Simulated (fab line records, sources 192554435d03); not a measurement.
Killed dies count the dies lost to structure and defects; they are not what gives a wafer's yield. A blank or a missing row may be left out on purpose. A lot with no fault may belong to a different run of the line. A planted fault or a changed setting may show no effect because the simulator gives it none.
Lot-split experiment    flow n5_finfet    39 wafers read from 7 lots, route of 1938 steps

== ON THE SPLIT ==
At N5_BEOL_M4_ETCH_64 (etches SOC in N2/H2, target depth 75 nm, overetch 22.5 nm, time 121.9 s), the setting target_depth_a was moved away from the recipe's 750 angstrom on 12 of the 39 wafers read, by -46.9% to +51.3%. All remaining wafers had this setting at the recipe value.

== FROM THE SPLIT TO THE READING: what the file shows between them, 3 steps ==
- N5_BEOL_M4_STRIP_65: strips in N2/H2
- N5_BEOL_M4_STRIP_75: strips in N2/H2
- N5_BEOL_M4_STRIP_66: strips in CF4

== THE READING ==
BEOL_M4.cd_offset_nm (the simulator's own value, which no gauge read), in nm, at N5_BEOL_M4_HM_OPEN_17 (chemistry Cl2/BCl3, target TiN, target depth 20 nm, overetch 6 nm). No usual value for it is given in the file. Across the 27 wafers here that went through the recipe, the average is 0.0 nm and the standard deviation 0.22 nm.

wafer   tool, chamber at the split  target_depth_a as run, angstrom  against the recipe  BEOL_M4.cd_offset_nm, nm  against lot-mates on the recipe
L075.1  rie_diel-01, 1,3            511                              -31.9%              -0.4                      -0.5
L075.3  rie_diel-01, 1,3            511                              -31.9%              -0.4                      -0.5
L075.2  rie_diel-01, 0              750                              recipe              0.2                       -
L075.4  rie_diel-01, 2              750                              recipe              0                         -
L075.6  rie_diel-01, 0              750                              recipe              0                         -
L075.5  rie_diel-01, 1              511                              -31.9%              -0.2                      -0.3
L078.1  rie_diel-05, 3              750                              recipe              0                         -
L078.2  rie_diel-05, 1              1135                             +51.3%              0.8                       +0.7
L078.5  rie_diel-05, 1              1135                             +51.3%              0.8                       +0.7
L078.3  rie_diel-05, 0              750                              recipe              0.2                       -
L078.6  rie_diel-05, 2              750                              recipe              0.2                       -
L078.4  rie_diel-05, 2              1135                             +51.3%              1.2                       +1.1
L079.1  rie_diel-03, 1              750                              recipe              -0.2                      -
L079.3  rie_diel-03, 2              750                              recipe              -0.2                      -
L079.4  rie_diel-03, 2              750                              recipe              -0.2                      -
L079.2  rie_diel-03, 0,1            471.8                            -37.1%              -0.8                      -0.6
L079.6  rie_diel-03, 0,1            471.8                            -37.1%              -0.8                      -0.6
L079.5  rie_diel-03, 0              471.8                            -37.1%              -1.2                      -1.0
L080.3  rie_diel-05, 0,1,0          750                              recipe              0.4                       -
L080.5  rie_diel-05, 0,1,0          750                              recipe              0.4                       -
L080.4  rie_diel-05, 0,1,0          750                              recipe              0.2                       -
L083.1  rie_diel-05, 0,1            750                              recipe              0                         -
L083.2  rie_diel-05, 2              397.9                            -46.9%              -0.4                      -0.6
L083.3  rie_diel-05, 0,1            750                              recipe              0.2                       -
L083.4  rie_diel-05, 3              397.9                            -46.9%              -1                        -1.2
L083.5  rie_diel-05, 1              750                              recipe              0.4                       -
L083.6  rie_diel-05, 2              397.9                            -46.9%              -0.8                      -1.0
L089.1  rie_diel-01, 2              750                              recipe              -0.4                      -
L089.4  rie_diel-01, 0              750                              recipe              -0.4                      -
L089.2  rie_diel-01, 3              750                              recipe              -0.2                      -
L089.5  rie_diel-01, 0              750                              recipe              -0.2                      -
L089.3  rie_diel-01, 1              750                              recipe              0                         -
L089.6  rie_diel-01, 1              750                              recipe              0                         -
L094.1  rie_diel-01, 3,1,3          750                              recipe              0.2                       -
L094.3  rie_diel-01, 3,1,3          750                              recipe              0.2                       -
L094.4  rie_diel-01, 3,1,3          750                              recipe              0.2                       -
L094.5  rie_diel-01, 0              750                              recipe              0.2                       -
L094.2  rie_diel-01, 0              750                              recipe              0                         -
L094.6  rie_diel-01, 1              750                              recipe              -0.2                      -
Rows listing several chambers each stand for several wafers; the file does not say which wafer went through which chamber.

FIT RESULTS
A straight line over all 39 wafers: BEOL_M4.cd_offset_nm changes by +0.0179 nm for each +1% of target_depth_a; r = +0.87; the points scatter about the line by 0.24 nm.
The same after taking each lot's own level away (the mean of its wafers on the recipe; 39 wafers): +0.0172 nm for each +1%; r = +0.92; scatter 0.17 nm.
That fit puts the effect of the largest move of target_depth_a on the reading at 0.88 nm.
The span of the lots' own levels, -0.20 to 0.33 nm, comes to 2.4 times the standard deviation stated above.
The two slopes are in agreement: the lot-to-lot level therefore moves the slope only a little.
Check: with one of the wafers moved furthest among these (+51.3%) left out of the fit, the line predicts +0.912 nm for it against its lot-mates. Against them it came out at +0.667 nm.

== FURTHER SPLITS ON THESE WAFERS ==
Before the reading, these wafers also passed through other splits. Each is held against what the fit with the lots' levels taken away leaves over:
other split on the same wafers          wafers away from the commonest value  r with BEOL_M4.cd_offset_nm (lot level and that fit taken away)
N5_FIN_SAQP_DESCUM_21 time_s            15                                    +0.35
N5_DUMMY_GATE_DESCUM_20 time_s          12                                    +0.11
N5_GATE_CUT_ALD_22 ald_cycles           12                                    -0.49
N5_MOL_CONTACT_COAG_ALD_133 ald_cycles  9                                     -0.17

== THE WHOLE CHAIN: every reading that the file lists as answering this split, in the file's order ==
step                   what it does                                                             reading                                                                           change (the file's fit)                 r (the file's)
N5_BEOL_M4_ETCH_64     etches SOC in N2/H2, target depth 75 nm, overetch 22.5 nm, time 121.9 s  SiARC_of_BEOL_M4_COAT_62.thk_nm (the simulator's own value, which no gauge read)  -0.0406 nm for each +1% of the setting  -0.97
N5_BEOL_M4_ETCH_64     etches SOC in N2/H2, target depth 75 nm, overetch 22.5 nm, time 121.9 s  BEOL_M4.cd_offset_nm (the simulator's own value, which no gauge read)             +0.0182 nm for each +1% of the setting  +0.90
N5_BEOL_M4_HM_OPEN_17  chemistry Cl2/BCl3, target TiN, target depth 20 nm, overetch 6 nm        BEOL_M4.cd_offset_nm (the simulator's own value, which no gauge read)             +0.0173 nm for each +1% of the setting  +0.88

== FILE'S OWN FIT ==
BEOL_M4.cd_offset_nm changes by +0.0173 nm for each +1% of target_depth_a, r = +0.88.
